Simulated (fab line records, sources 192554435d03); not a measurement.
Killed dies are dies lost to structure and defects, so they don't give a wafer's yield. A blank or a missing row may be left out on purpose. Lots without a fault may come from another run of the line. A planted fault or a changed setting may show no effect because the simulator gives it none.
Split-lot experiment | flow n5_finfet | 7 lots, 21 wafers read, on a route of 1938 steps

THE SPLIT
At N5_BEOL_M0_SAQP_SPACER1_ALD_98 (deposits SiO2, target thk 12.8 nm, pulse time 1 s, purge time 2 s), the setting ald_cycles was moved away from the recipe's 138 on 7 of the 21 wafers read, by -12.3% to +6.5%. The other wafers ran this setting at the recipe's value.

FROM THE SPLIT TO THE READING: what the file shows between them, 2 steps
- N5_BEOL_M0_SAQP_SPACER1_ETCHBACK_99: etches SiO2 in CHF3/O2, target depth 15.4 nm, time 7.7 s
- N5_BEOL_M0_SAQP_MANDREL1_REMOVE_100: chemistry HBr/Cl2/O2, target a-Si, stops on SiNx, bt time 10 s

THE READING
cd_nm, in nm, at N5_BEOL_M0_SAQP_CD_MEAS_25 (target cd 13.1 nm). Fault-free wafers of this fab line usually give 12.83 nm, standard deviation 0.22 nm.

wafer  | tool, chamber at the split | ald_cycles as run | against the recipe | cd_nm, nm | against lot-mates on the recipe
L078.3 | ald_sin-02, 1,0            | 138               | recipe             | 13.06     | -
L078.5 | ald_sin-02, 1,0            | 138               | recipe             | 12.86     | -
L078.6 | ald_sin-02, 1              | 138               | recipe             | 12.76     | -
L081.1 | ald_sin-02, 0,1            | 121               | -12.3%             | 11.55     | -1.25
L081.2 | ald_sin-02, 0,1            | 121               | -12.3%             | 11.07     | -1.73
L081.4 | ald_sin-02, 0              | 138               | recipe             | 12.80     | -
L082.1 | ald_sin-02, 1              | 129               | -6.5%              | 12.42     | -0.29
L082.3 | ald_sin-02, 0,1            | 138               | recipe             | 12.76     | -
L082.6 | ald_sin-02, 0,1            | 138               | recipe             | 12.65     | -
L084.1 | ald_sin-01, 0,1,3          | 138               | recipe             | 12.63     | -
L084.3 | ald_sin-01, 0,1,3          | 138               | recipe             | 12.93     | -
L084.5 | ald_sin-01, 0,1,3          | 138               | recipe             | 13.14     | -
L083.2 | ald_sin-02, 0,1,0          | 138               | recipe             | 12.78     | -
L083.5 | ald_sin-02, 0,1,0          | 138               | recipe             | 12.66     | -
L083.6 | ald_sin-02, 0,1,0          | 138               | recipe             | 13.11     | -
L096.2 | ald_sin-02, 1,2            | 138               | recipe             | 12.53     | -
L096.3 | ald_sin-02, 1,2            | 138               | recipe             | 12.92     | -
L096.6 | ald_sin-02, 0              | 147               | +6.5%              | 13.83     | +1.11
L097.2 | ald_sin-02, 1,2,3          | 127               | -8.0%              | 11.70     | no lot-mate on the recipe
L097.3 | ald_sin-02, 1,2,3          | 127               | -8.0%              | 11.44     | no lot-mate on the recipe
L097.4 | ald_sin-02, 1,2,3          | 127               | -8.0%              | 11.48     | no lot-mate on the recipe
Where a row lists several chambers, the file gives one row for several wafers and doesn't say which wafer went through which chamber.

THE FIT
A straight line over all 21 wafers: cd_nm changes by +0.135 nm for each +1% of ald_cycles; r = +0.94; the points scatter about the line by 0.23 nm.
The same after taking each lot's own level away (the mean of its wafers on the recipe; 18 wafers): +0.121 nm for each +1%; r = +0.93; scatter 0.22 nm.
On that fit, the largest move of ald_cycles shifts the reading by 1.5 nm.
The lots' own levels span 12.705 to 12.900 nm, that is 0.9 times the standard deviation above.
So the lot-to-lot level changes the slope: the two fits differ.
Check: with one of the wafers moved furthest among these (-12.3%) left out of the fit, the line predicts -1.57 nm for it against its lot-mates. It came out at -1.25 nm against them.

OTHER SPLITS ON THESE WAFERS
These wafers also went through other splits before the reading. Each is held against what the fit with the lots' levels taken away leaves over:
other split on the same wafers      | wafers away from the commonest value | r with cd_nm (lot level and that fit taken away)
N5_DUMMY_GATE_EXPOSE_12 dose_mj     | 7                                    | -0.04
N5_SD_EPI_N_EPI_21 temp_c           | 8                                    | +0.23
N5_SDB_CUT_ETCH_26 icp_w            | 5                                    | -0.08
N5_SDB_ALD_29 ald_cycles            | 7                                    | +0.10
N5_MOL_CONTACT_COAG_ETCH_124 bias_w | 6                                    | -0.17

THE WHOLE CHAIN: every reading that the file lists as answering this split, in the file's order
step                                | what it does                                                      | reading                                                                                     | change (the file's fit)               | r (the file's)
N5_BEOL_M0_SAQP_SPACER1_ALD_98      | deposits SiO2, target thk 12.8 nm, pulse time 1 s, purge time 2 s | SiO2_of_BEOL_M0_SAQP_SPACER1_ALD_98.thk_nm (the simulator's own value, which no gauge read) | +0.127 nm for each +1% of the setting | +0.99
N5_BEOL_M0_SAQP_MANDREL1_REMOVE_100 | chemistry HBr/Cl2/O2, target a-Si, stops on SiNx, bt time 10 s    | BEOL_M0_SAQP.cd_nm (the simulator's own value, which no gauge read)                         | +0.117 nm for each +1% of the setting | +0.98
N5_BEOL_M0_SAQP_CD_MEAS_25          | target cd 13.1 nm                                                 | cd_nm                                                                                       | +0.116 nm for each +1% of the setting | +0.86

THE FILE'S OWN FIT
cd_nm changes by +0.116 nm for each +1% of ald_cycles, r = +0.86.
